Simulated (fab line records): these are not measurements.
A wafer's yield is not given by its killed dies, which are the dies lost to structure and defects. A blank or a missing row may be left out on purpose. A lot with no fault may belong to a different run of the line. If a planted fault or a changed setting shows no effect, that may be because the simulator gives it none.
fab line records ; flow nand-harc
record lots=10; wafers=29; last-day=24
route steps=1159 shown P_ZERO_WELL@9 P_STI@88
lots with no fault: from the same line, run without faults
start-h: hours from the record's opening day to when the first of the lot's shown wafers began ; wait-h: hours since the lot's step before ; " unchanged from the row above ; L1.1+2: a row that stands for several wafers ; - no value present, or no start provided ; * or withheld: withheld ; < > ~ a bound
route shown NAME@n: a module of which the file shows steps, and the number in the route of the first ; usual: the fault-free wafers' mean and standard deviation ; same: alike in all rows ; chamber/n: place in a boat ; sites: readings site by site ; _std_site: standard deviation across them ; _edge_site: the outer-site mean with the inner-site mean subtracted ; radius-mm: how far each site lies from the wafer's centre ; mask NAME#n: copy n ; behind: the most recent tool/chamber to have shaped the wafer ; hold: cause of the lot's hold/its duration in hours/its outcome ; device: whichever transistor did not switch (one of n, p or np) ; end of line: at the end of the route, the tests of the same wafers ; a step given without rows: its recipe and nothing more ; killed: dies that structure and defects cost at the first sort, which is not the same as the wafer's yield ; map: the dies of a wafer, with x for killed, . for not killed, _ for no die there
set.NAME: the setting that was run; set.NAME@STEP: the one run at that earlier step ; model.NAME: the simulator's own value behind a step, which no gauge read
the route's steps for a sample of lots (tables are steps, rows are wafers)
services: the hour from which a tool's chamber was out of use, counted from the record's first day as start-h (under 0 if before that day), plus the number of hours and why
## steps
# step NHARC_P_ZERO_WELL_SOFTBAKE_06
# recipe temp-c=125; time-s=70
# usual heater-power-total-W=201.0/1.3
lot.wafer;tool;chamber;start-h;wait-h;heater-power-total-W
L107.1;litho-track-05;0;12;-;199.7
L107.3;litho-track-05;0;12;-;202.7
L107.6;litho-track-05;0;12;-;201.0
L108.3;litho-track-03;0;18;-;200.7
L108.5;litho-track-03;0;18;-;202.5
L108.6;litho-track-03;0;18;-;202.2
L109.2;litho-track-05;0;24;-;202.5
L109.4;litho-track-05;0;24;-;199.2
L109.5;litho-track-05;0;24;-;199.6
L110.2;litho-track-07;0;30;-;202.6
L110.4;litho-track-07;0;30;-;202.0
L110.6;litho-track-07;0;30;-;202.6
L111.1;litho-track-05;0;36;-;200.9
L111.4;litho-track-05;0;36;-;198.8
L111.6;litho-track-05;0;36;-;200.9
L112.1;litho-track-07;0;42;-;200.6
L112.4;litho-track-07;0;42;-;202.7
L112.6;litho-track-07;0;42;-;202.6
L118.2;litho-track-07;0;78;-;333.5
L118.6;litho-track-07;0;78;-;201.6
L120.3;litho-track-07;0;90;-;200.9
L120.4;litho-track-07;0;90;-;202.2
L120.5;litho-track-07;0;90;-;335.4
L124.3;litho-track-05;0;115;-;199.4
L124.4;litho-track-05;0;115;-;199.7
L124.5;litho-track-05;0;115;-;202.2
L126.1;litho-track-03;0;126;-;199.9
L126.2;litho-track-03;0;126;-;200.6
L126.5;litho-track-03;0;126;-;200.1
# step NHARC_P_ZERO_WELL_CD_MEAS_11
# recipe target-cd-nm=500; landing-energy-ev=500
# usual cd-nm=500.2/1.5
lot.wafer;tool;chamber;start-h;wait-h;cd-nm
L107.1;cd-sem-01;0;13.13;-;500.5
L107.3;cd-sem-01;0;13.13;-;500.0
L107.6;cd-sem-01;0;13.13;-;500.4
L108.3;cd-sem-02;0;19.24;-;498.6
L108.5;cd-sem-02;0;19.24;-;499.3
L108.6;cd-sem-02;0;19.24;-;500.3
L109.2;cd-sem-01;0;25.25;-;501.2
L109.4;cd-sem-01;0;25.25;-;498.1
L109.5;cd-sem-01;0;25.25;-;497.8
L110.2;cd-sem-02;0;31.25;-;500.0
L110.4;cd-sem-02;0;31.25;-;497.9
L110.6;cd-sem-02;0;31.25;-;498.6
L111.1;cd-sem-01;0;37.11;-;501.7
L111.4;cd-sem-01;0;37.11;-;499.4
L111.6;cd-sem-01;0;37.11;-;497.1
L112.1;cd-sem-03;0;43.24;-;503.4
L112.4;cd-sem-03;0;43.24;-;502.9
L112.6;cd-sem-03;0;43.24;-;501.1
L118.2;cd-sem-03;0;79.13;-;493.5
L118.6;cd-sem-03;0;79.13;-;496.5
L120.3;cd-sem-02;0;91.13;-;499.6
L120.4;cd-sem-02;0;91.13;-;502.2
L120.5;cd-sem-02;0;91.13;-;491.4
L124.3;cd-sem-02;0;115.74;-;500.8
L124.4;cd-sem-02;0;115.74;-;499.8
L124.5;cd-sem-02;0;115.74;-;501.4
L126.1;cd-sem-01;0;127.24;-;500.6
L126.2;cd-sem-01;0;127.24;-;498.5
L126.5;cd-sem-01;0;127.24;-;500.5
# step NHARC_P_ZERO_WELL_DESCUM_13
# recipe time-s=3; o2-flow-sccm=200; ar-flow-sccm=0; bias-power-w=0; chemistry=O2
# usual drypump-motor-current-A=5.78/0.29; mfc-ar-sccm=0.005/0.0064; oes-product-au=1.001/0.0098; rf-vpp-V=57.8/0.9; showerhead-plenum-p-Torr=1.93/0.1; throttle-valve-pct=11.311/0.0086
lot.wafer;tool;chamber;start-h;wait-h;drypump-motor-current-A;mfc-ar-sccm;oes-product-au;rf-hours-counter-h;rf-vpp-V;showerhead-plenum-p-Torr;throttle-valve-pct
L107.1;rie-diel-06;0;13.28;-;5.43;0.017;0.991;4;56.8;1.80;11.322
L107.3;rie-diel-06;2;13.28;-;5.78;0.006;1.005;6;58.3;2.03;11.329
L107.6;rie-diel-06;0;13.28;-;5.44;0.017;0.992;-;57.2;1.80;11.298
L108.3;rie-diel-01;3;19.42;-;5.84;0;0.991;4;57.1;1.78;11.313
L108.6;rie-diel-01;0;19.42;-;6.08;0.014;1.009;-;58.9;2.06;11.309
L108.5;rie-diel-01;1;19.42;-;5.99;0;0.989;-;57.1;1.96;11.321
L109.2;rie-diel-01;3;25.43;-;5.90;0;0.997;4;56.3;1.78;11.328
L109.4;rie-diel-01;2;25.43;-;6.03;0;0.999;-;57.0;2.03;11.310
L109.5;rie-diel-01;3;25.43;-;5.84;0;0.992;-;58.2;1.78;11.309
L110.2;rie-diel-01;2;31.41;-;6.06;0;1.001;3;58.4;2.03;11.324
L110.6;rie-diel-01;2;31.41;-;6.04;0;0.996;-;58.7;2.03;11.316
L110.4;rie-diel-01;3;31.41;-;5.83;0;1.008;-;56.9;1.78;11.312
L111.1;rie-diel-01;1;37.27;-;6.00;0;0.992;4;58.6;1.96;11.310
L111.4;rie-diel-01;0;37.27;-;6.12;0.014;1.010;4;59.8;2.06;11.307
L111.6;rie-diel-01;1;37.27;-;6.00;0;0.996;-;60.2;1.96;11.310
L112.4;rie-diel-06;1;43.40;-;5.59;0;1.028;6;57.0;1.82;11.321
L112.1;rie-diel-06;2;43.40;-;5.79;0.006;1.007;7;57.1;2.03;11.313
L112.6;rie-diel-06;0;43.40;-;5.42;0.017;0.992;-;56.9;1.80;11.315
L118.2;rie-diel-13;0;79.28;-;4.68;0;1.005;10;57.4;1.90;11.307
L118.6;rie-diel-13;2;79.28;-;6.26;0.013;0.995;-;58.1;2.06;11.314
L120.3;rie-diel-06;2;91.30;-;5.79;0.006;1.007;1;59.1;2.03;11.314
L120.4;rie-diel-06;3;91.30;-;5.72;0.005;1.010;1;56.1;1.97;11.309
L120.5;rie-diel-06;1;91.30;-;5.58;0;1.016;-;57.8;1.82;11.309
L124.4;rie-diel-01;3;115.90;-;5.88;0;0.992;11;56.1;1.78;11.308
L124.3;rie-diel-01;1;115.90;-;6.01;0;0.999;10;58.7;1.95;11.307
L124.5;rie-diel-01;2;115.90;-;6.03;0;0.997;-;58.4;2.03;11.307
L126.1;rie-diel-01;1;127.41;-;6.00;0;1.005;10;57.7;1.95;11.308
L126.2;rie-diel-01;2;127.41;-;6.04;0;0.997;11;60.3;2.03;11.306
L126.5;rie-diel-01;0;127.41;-;6.07;0.014;0.997;-;57.1;2.05;11.302
# step NHARC_P_ZERO_WELL_ETCH_65
# recipe target-depth-a=800; overetch-a=240; time-s=87.88; ion-energy-ev=200; n2-flow-sccm=150; h2-flow-sccm=150; ar-flow-sccm=0; rf-w=400; bias-w=150; chemistry=N2/H2
# usual bias-w=150.0/0.43; drypump-motor-current-A=5.80/0.28; h2-flow-sccm=150.0/0.45; mfc-ar-sccm=0.005/0.0065; oes-product-au=1.001/0.01; rf-vpp-V=431/3.2; showerhead-plenum-p-Torr=2.06/0.11; throttle-valve-pct=14.171/0.0092
lot.wafer;tool;chamber;start-h;wait-h;bias-w;drypump-motor-current-A;h2-flow-sccm;mfc-ar-sccm;oes-product-au;rf-hours-counter-h;rf-vpp-V;showerhead-plenum-p-Torr;throttle-valve-pct
L107.3;rie-diel-06;1;13.37;0.1;150.0;5.58;150.2;0;1.022;5;428;1.93;14.174
L107.1;rie-diel-06;2;13.37;0.1;150.2;5.79;149.8;0.006;1.000;6;435;2.17;14.174
L107.6;rie-diel-06;2;13.37;0.1;149.2;5.80;150.3;0.006;0.997;-;434;2.17;14.183
L108.3;rie-diel-01;2;19.50;0.1;149.7;6.03;150.0;0;0.995;3;434;2.17;14.170
L108.5;rie-diel-01;3;19.50;0.1;150.6;5.87;150.1;0;1.001;-;427;1.90;14.170
L108.6;rie-diel-01;0;19.50;0.1;150.0;6.10;149.1;0.014;1.001;-;435;2.20;14.168
L109.2;rie-diel-01;3;25.54;0.1;150.0;5.83;149.6;0;0.998;4;425;1.90;14.184
L109.4;rie-diel-01;1;25.54;0.1;149.4;6.00;149.0;0;1.004;-;431;2.09;14.185
L109.5;rie-diel-01;2;25.54;0.1;149.7;6.04;150.4;0;0.990;-;434;2.17;14.175
L110.2;rie-diel-01;3;31.51;0.1;149.9;5.84;150.1;0;1.001;4;426;1.90;14.184
L110.4;rie-diel-01;3;31.51;0.1;150.0;5.85;149.6;0;1.004;-;427;1.90;14.175
L110.6;rie-diel-01;2;31.51;0.1;150.6;6.04;149.8;0;0.992;-;434;2.17;14.182
L111.1;rie-diel-01;1;37.36;0.1;150.6;6.00;149.2;0;1.000;4;432;2.09;14.177
L111.4;rie-diel-01;2;37.36;0.1;150.2;6.03;150.8;0;0.980;4;435;2.17;14.180
L111.6;rie-diel-01;2;37.36;0.1;149.7;6.05;150.7;0;0.988;-;434;2.17;14.178
L112.1;rie-diel-06;2;43.62;0.2;149.8;5.80;149.7;0.006;1.000;7;435;2.17;14.172
L112.4;rie-diel-06;3;43.62;0.2;149.3;5.73;150.2;0.005;1.006;7;432;2.11;14.172
L112.6;rie-diel-06;0;43.62;0.2;149.9;5.41;150.4;0.017;0.988;-;425;1.91;14.183
L118.2;rie-diel-13;0;79.40;0.1;150.6;4.66;150.2;0;1.003;10;430;2.02;14.163
L118.6;rie-diel-13;2;79.40;0.1;149.8;6.28;149.7;0.013;0.983;-;435;2.20;14.156
L120.4;rie-diel-06;0;91.37;0.1;149.4;5.41;150.7;0.017;0.985;1;426;1.91;14.183
L120.3;rie-diel-06;2;91.37;0.1;149.8;5.76;148.9;0.006;1.002;1;434;2.17;14.160
L120.5;rie-diel-06;0;91.37;0.1;150.0;5.41;150.3;0.017;0.995;-;428;1.91;14.157
L124.3;rie-diel-01;0;115.98;0.1;150.1;6.05;150.1;0.014;0.997;9;435;2.19;14.170
L124.4;rie-diel-01;1;115.98;0.1;150.3;5.99;149.1;0;0.988;10;431;2.09;14.182
L124.5;rie-diel-01;0;115.98;0.1;149.2;6.09;149.7;0.014;0.989;-;435;2.19;14.163
L126.1;rie-diel-01;2;127.48;0.1;149.6;6.05;149.5;0;0.998;11;435;2.17;14.174
L126.2;rie-diel-01;1;127.48;0.1;150.6;6.01;150.5;0;1.003;10;432;2.09;14.168
L126.5;rie-diel-01;3;127.48;0.1;150.5;5.84;150.2;0;1.000;-;427;1.89;14.172
# step NHARC_P_STI_ETCH_42
# recipe target-depth-a=800; overetch-a=240; time-s=61; ion-energy-ev=200; n2-flow-sccm=150; h2-flow-sccm=150; ar-flow-sccm=0; rf-w=400; bias-w=150; chemistry=N2/H2
# usual bias-w=150.0/0.49; drypump-motor-current-A=5.7/0.49; h2-flow-sccm=150.0/0.44; mfc-ar-sccm=0.011/0.01; oes-product-au=1.003/0.0092; rf-vpp-V=430.8/2.3; showerhead-plenum-p-Torr=2.06/0.079; throttle-valve-pct=14.172/0.0089
lot.wafer;tool;chamber;start-h;wait-h;bias-w;drypump-motor-current-A;h2-flow-sccm;mfc-ar-sccm;oes-product-au;rf-hours-counter-h;rf-vpp-V;showerhead-plenum-p-Torr;throttle-valve-pct
L107.3;rie-diel-03;3;37.02;0.1;149.8;5.1;149.7;0.011;1.016;3.1;431.3;2.06;14.179
L107.1;rie-diel-03;1;37.02;0.1;150.6;6.0;150.3;0;1.006;3.1;430.3;2.03;14.147
L107.6;rie-diel-03;2;37.02;0.1;150.5;6.3;149.4;0.033;1.008;-;433.4;2.18;14.170
L108.3;rie-diel-04;3;45.60;0.1;149.5;6.4;149.5;0.019;0.984;3.7;435.0;2.20;14.176
L108.5;rie-diel-04;2;45.60;0.1;149.5;5.9;150.2;0.004;1.004;-;425.4;1.91;14.175
L108.6;rie-diel-04;3;45.60;0.1;149.3;6.3;149.6;0.019;0.978;-;434.4;2.20;14.176
L109.2;rie-diel-12;0;45.77;0.1;150.5;4.9;149.6;0.016;1.012;0.7;435.0;2.14;14.170
L109.4;rie-diel-12;1;45.77;0.1;149.3;6.0;149.8;0.021;1.006;0.7;430.0;2.01;14.177
L109.5;rie-diel-12;3;45.77;0.1;149.8;5.5;150.0;0.013;0.993;-;432.2;2.05;14.153
L111.4;rie-diel-12;1;57.55;0.1;150.8;6.0;149.8;0.021;1.013;1.0;430.0;2.01;14.178
L111.1;rie-diel-12;3;57.55;0.1;150.4;5.5;149.8;0.013;1.002;1.2;430.2;2.05;14.165
L111.6;rie-diel-12;0;57.55;0.1;149.9;4.9;150.4;0.016;1.011;-;434.9;2.14;14.166
L110.4;rie-diel-03;0;57.72;0.1;150.5;5.4;149.8;0;1.007;0.2;430.8;2.07;14.180
L110.2;rie-diel-03;1;57.72;0.1;150.0;6.0;150.1;0;1.006;0.3;429.3;2.03;14.184
L110.6;rie-diel-03;3;57.72;0.1;149.3;5.0;150.3;0.011;1.020;-;431.2;2.06;14.177
L112.4;rie-diel-03;0;65.43;0.1;149.8;5.5;150.5;0;0.996;0.4;431.3;2.07;14.172
L112.1;rie-diel-03;1;65.43;0.1;150.6;6.0;150.1;0;0.991;0.4;430.7;2.03;14.165
L112.6;rie-diel-03;2;65.43;0.1;150.0;6.3;150.0;0.033;1.000;-;433.8;2.18;14.177
L118.2;rie-diel-12;1;101.40;0.1;149.7;6.0;150.0;0.021;1.009;4.5;429.3;2.01;14.185
L118.6;rie-diel-12;2;101.40;0.1;148.8;6.2;149.4;0;0.995;-;429.4;2.01;14.172
L120.4;rie-diel-03;1;113.31;0.1;150.2;6.0;149.4;0;1.003;1.3;431.5;2.03;14.172
L120.3;rie-diel-03;2;113.31;0.1;149.7;6.3;149.8;0.033;0.998;1.3;434.9;2.18;14.189
L120.5;rie-diel-03;1;113.31;0.1;149.6;5.9;150.6;0;1.006;-;429.9;2.03;14.172
L124.3;rie-diel-12;1;137.75;0.1;150.7;6.0;150.6;0.021;1.017;6.9;430.4;2.01;14.170
L124.4;rie-diel-12;0;137.75;0.1;150.3;4.9;150.0;0.016;1.007;6.8;433.4;2.14;14.185
L124.5;rie-diel-12;2;137.75;0.1;149.1;6.2;150.3;0;0.998;-;429.8;2.01;14.172
L126.2;rie-diel-12;1;151.15;0.1;150.9;6.0;150.1;0.021;1.016;7.8;429.7;2.01;14.164
L126.1;rie-diel-12;3;151.15;0.1;150.3;5.5;150.7;0.013;1.002;8.1;429.9;2.05;14.179
L126.5;rie-diel-12;1;151.15;0.1;150.5;6.0;150.5;0.021;1.011;-;428.4;2.01;14.169
## services
tool;chamber;start-h;hours;kind
rie-diel-01;0;-5.66;-;clean
rie-diel-01;1;-5.66;-;clean
rie-diel-01;2;-5.66;-;clean
rie-diel-04;2;10.78;3.1;repair
litho-track-07;-;14.00;7.0;pm
rie-diel-12;2;19.06;25.7;repair
rie-diel-01;0;21.31;14.5;repair
rie-diel-12;-;25.40;9.0;pm
rie-diel-03;1;26.94;4.6;repair
rie-diel-03;0;28.41;10.6;repair
litho-track-03;-;38.00;7.0;pm
rie-diel-03;-;38.30;9.0;pm
rie-diel-13;1;51.99;5.3;repair
rie-diel-13;3;53.81;3.8;repair
litho-track-05;-;62.00;7.0;pm
rie-diel-06;-;64.20;9.0;pm
rie-diel-13;1;72.52;12.5;repair
rie-diel-04;3;93.70;6.7;repair
rie-diel-13;-;99.00;9.0;pm
rie-diel-06;-;105.20;0.6;repair
rie-diel-04;-;111.90;9.0;pm
rie-diel-01;-;137.90;9.0;pm
rie-diel-03;0;141.63;4.3;repair
rie-diel-06;1;148.64;8.7;repair
## key
first-sign step=NHARC_P_ZERO_WELL_SOFTBAKE_06; reading=heater-power-total-W; direction=up; sigmas=99+; usual=*; struck=*
effect step=NHARC_P_ZERO_WELL_CD_MEAS_11; reading=cd-nm; direction=down; sigmas=5.1; usual=500.2; struck=492.5
met-at NHARC_P_ZERO_WELL_SOFTBAKE_06
struck-lots L118,L120
struck-wafers L118.2,L120.5
tester-left-out L118,L120
not-acting-at NHARC_P_ZERO_WELL_DESCUM_13,NHARC_P_ZERO_WELL_ETCH_65,NHARC_P_STI_ETCH_42
onset-between 42 78
fault kind=process-parameter-drift; tool=litho-track-07; chamber=-; onset-h=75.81; steps=NHARC_P_ZERO_WELL_SOFTBAKE_06; channel=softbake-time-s; offset=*; shape=step; end-h=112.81; scope=struck-wafers-only; acts-in=*; stated=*
# tester-left-out: of these lots the tester's yield and bins aren't shown, on N5 and GAA mostly nor the transistor test; their killed dies are dies lost to structure and defects alone, not to doping, threshold or leakage, so they don't give the yield
